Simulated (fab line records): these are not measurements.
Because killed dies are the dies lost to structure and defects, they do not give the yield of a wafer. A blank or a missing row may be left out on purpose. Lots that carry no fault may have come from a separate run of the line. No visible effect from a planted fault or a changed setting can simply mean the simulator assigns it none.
Matching of chambers    flow n5 finfet    N5_SD_EPI_N_LINER_46 on ald sin-04: 4 sister chambers
The step material SiNx, target thk 3 nm. 8 wafers are shown with their chamber, then 10 later ones without.

## WAFERS WITH THEIR CHAMBER
wafer   chamber  heater power w (W)
L082.5  0        717
L085.6  1        853
L086.1  1        853
L087.4  0        695
L087.5  3        742
L087.6  2        1040
L090.1  2        995
L090.2  3        754

## WAFERS WITHOUT THEIR CHAMBER
wafer   heater power w (W)
L090.4  731
L091.1  742
L091.3  1022
L091.6  753
L094.1  750
L094.2  1027
L094.3  709
L094.4  854
L094.5  714
L094.6  757

## EACH ONE'S CHAMBER
wafer   from the rows above      in truth
L090.4  can't be placed: 3 or 0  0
L091.1  can't be placed: 3 or 0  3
L091.3  2                        2
L091.6  3                        3
L094.1  3                        3
L094.2  2                        2
L094.3  can't be placed: 0 or 3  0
L094.4  1                        1
L094.5  can't be placed: 0 or 3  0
L094.6  3                        3
Placed correctly: 6 of 10. Not placeable from these rows: 4 (in 4, the candidates include the true chamber). Wrongly placed: 0.
How it was worked out, from the rows above alone: a wafer's distance from a chamber is the root of the sum, over the readings, of the square of ((its reading less the chamber's mean) divided by the reading's scatter). If the next closest chamber is less than 2 further off than the closest, the wafer can't be placed; otherwise it belongs to the closest. A chamber's mean is the mean of its shown wafers. The scatter is the square root of a quotient: the sum, over the shown wafers, of each reading's squared deviation from its chamber's mean, divided by wafers minus chambers.
